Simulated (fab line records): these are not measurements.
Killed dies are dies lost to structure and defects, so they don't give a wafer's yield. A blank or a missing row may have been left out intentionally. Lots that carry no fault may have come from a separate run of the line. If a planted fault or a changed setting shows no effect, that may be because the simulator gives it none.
Chamber matching || flow nand_harc || 4 sister chambers for NHARC_A_WL_FILL_ALD_02 on ald_metal-04
The step deposits TiN, target thk 2 nm, pulse time 3 s, ald cycles 100. 4 wafers are shown with their chamber, then 7 later ones without.

== WAFERS PAIRED WITH THEIR CHAMBERS ==
{"wafer": "L615.6", "chamber": 3, "heater_power_w (W)": 976}
{"wafer": "L620.6", "chamber": 1, "heater_power_w (W)": 1258}
{"wafer": "L622.1", "chamber": 2, "heater_power_w (W)": 1106}
{"wafer": "L622.3", "chamber": 0, "heater_power_w (W)": 1218}

== WAFERS MISSING THEIR CHAMBER ==
{"wafer": "L622.4", "heater_power_w (W)": 1012}
{"wafer": "L623.1", "heater_power_w (W)": 1283}
{"wafer": "L623.3", "heater_power_w (W)": 1020}
{"wafer": "L623.6", "heater_power_w (W)": 1270}
{"wafer": "L624.2", "heater_power_w (W)": 1240}
{"wafer": "L624.4", "heater_power_w (W)": 997}
{"wafer": "L624.5", "heater_power_w (W)": 1209}

== WHICH CHAMBER EACH WENT THROUGH ==
{"wafer": "L622.4", "from the rows above": 3, "in truth": 3}
{"wafer": "L623.1", "from the rows above": "can't be placed: 1 or 0", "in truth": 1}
{"wafer": "L623.3", "from the rows above": "can't be placed: 3 or 2", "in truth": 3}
{"wafer": "L623.6", "from the rows above": "can't be placed: 1 or 0", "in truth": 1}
{"wafer": "L624.2", "from the rows above": "can't be placed: 1 or 0", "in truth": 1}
{"wafer": "L624.4", "from the rows above": 3, "in truth": 3}
{"wafer": "L624.5", "from the rows above": "can't be placed: 0 or 1", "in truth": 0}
Placed correctly: 2 of 7. Not placeable from these rows: 5 (in 5, the candidates include the true chamber). Placed wrongly: 0.
How it was worked out, from the rows above alone: a wafer's distance from a chamber is the root of the sum, over the readings, of the square of ((its reading less the chamber's mean) divided by the reading's scatter). The wafer belongs to the nearest chamber; if the next one is less than 2 further off, it can't be placed. The mean given for a chamber averages the wafers shown for that chamber. The scatter (one wafer shown for each chamber): square how far every hidden wafer sits from the nearest shown wafer, average those squares and take the square root.
